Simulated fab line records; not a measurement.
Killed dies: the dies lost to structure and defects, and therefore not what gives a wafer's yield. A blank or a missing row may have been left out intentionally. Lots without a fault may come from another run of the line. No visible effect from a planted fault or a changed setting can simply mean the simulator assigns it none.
Chamber matching :: flow nand_harc :: rie_diel-10 running NHARC_P_BONDPAD_ACTIVATE_29: 4 sister chambers
The step chemistry N2, time 60 s. 4 wafers are shown with their chamber, then 12 later ones without.

== WAFERS WITH THEIR CHAMBER ==
wafer: L087.2
chamber: 0
showerhead_plenum_p_Torr (Torr): 1.66

wafer: L089.4
chamber: 3
showerhead_plenum_p_Torr (Torr): 1.80

wafer: L091.1
chamber: 1
showerhead_plenum_p_Torr (Torr): 1.78

wafer: L091.5
chamber: 2
showerhead_plenum_p_Torr (Torr): 1.73

== WAFERS WHOSE CHAMBER IS MISSING ==
wafer: L094.1
showerhead_plenum_p_Torr (Torr): 1.66

wafer: L094.3
showerhead_plenum_p_Torr (Torr): 1.79

wafer: L094.5
showerhead_plenum_p_Torr (Torr): 1.66

wafer: L093.2
showerhead_plenum_p_Torr (Torr): 1.66

wafer: L093.3
showerhead_plenum_p_Torr (Torr): 1.79

wafer: L093.5
showerhead_plenum_p_Torr (Torr): 1.73

wafer: L095.1
showerhead_plenum_p_Torr (Torr): 1.79

wafer: L095.4
showerhead_plenum_p_Torr (Torr): 1.73

wafer: L095.6
showerhead_plenum_p_Torr (Torr): 1.78

wafer: L097.2
showerhead_plenum_p_Torr (Torr): 1.79

wafer: L097.4
showerhead_plenum_p_Torr (Torr): 1.66

wafer: L097.5
showerhead_plenum_p_Torr (Torr): 1.66

== WHICH CHAMBER EACH ONE RAN IN ==
wafer: L094.1
from the rows above: 0
in truth: 0

wafer: L094.3
from the rows above: can't be placed: 1 or 3
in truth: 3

wafer: L094.5
from the rows above: 0
in truth: 0

wafer: L093.2
from the rows above: 0
in truth: 0

wafer: L093.3
from the rows above: can't be placed: 1 or 3
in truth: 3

wafer: L093.5
from the rows above: 2
in truth: 2

wafer: L095.1
from the rows above: can't be placed: 1 or 3
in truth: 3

wafer: L095.4
from the rows above: 2
in truth: 2

wafer: L095.6
from the rows above: 1
in truth: 1

wafer: L097.2
from the rows above: can't be placed: 1 or 3
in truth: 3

wafer: L097.4
from the rows above: 0
in truth: 0

wafer: L097.5
from the rows above: 0
in truth: 0
Correct placement for 8 of the 12. Cannot be placed on the basis of these rows: 4; the candidates contain the true chamber in 4. Wrongly placed: 0.
How it was worked out, from the rows above alone: a wafer's distance from a chamber is the root of the sum, over the readings, of the square of ((its reading less the chamber's mean) divided by the reading's scatter). The wafer belongs to the nearest chamber; if the next one is less than 2 further off, it can't be placed. Each chamber's mean is taken over the wafers shown for it. The scatter (one wafer shown for each chamber): square how far every hidden wafer sits from the nearest shown wafer, average those squares and take the square root.
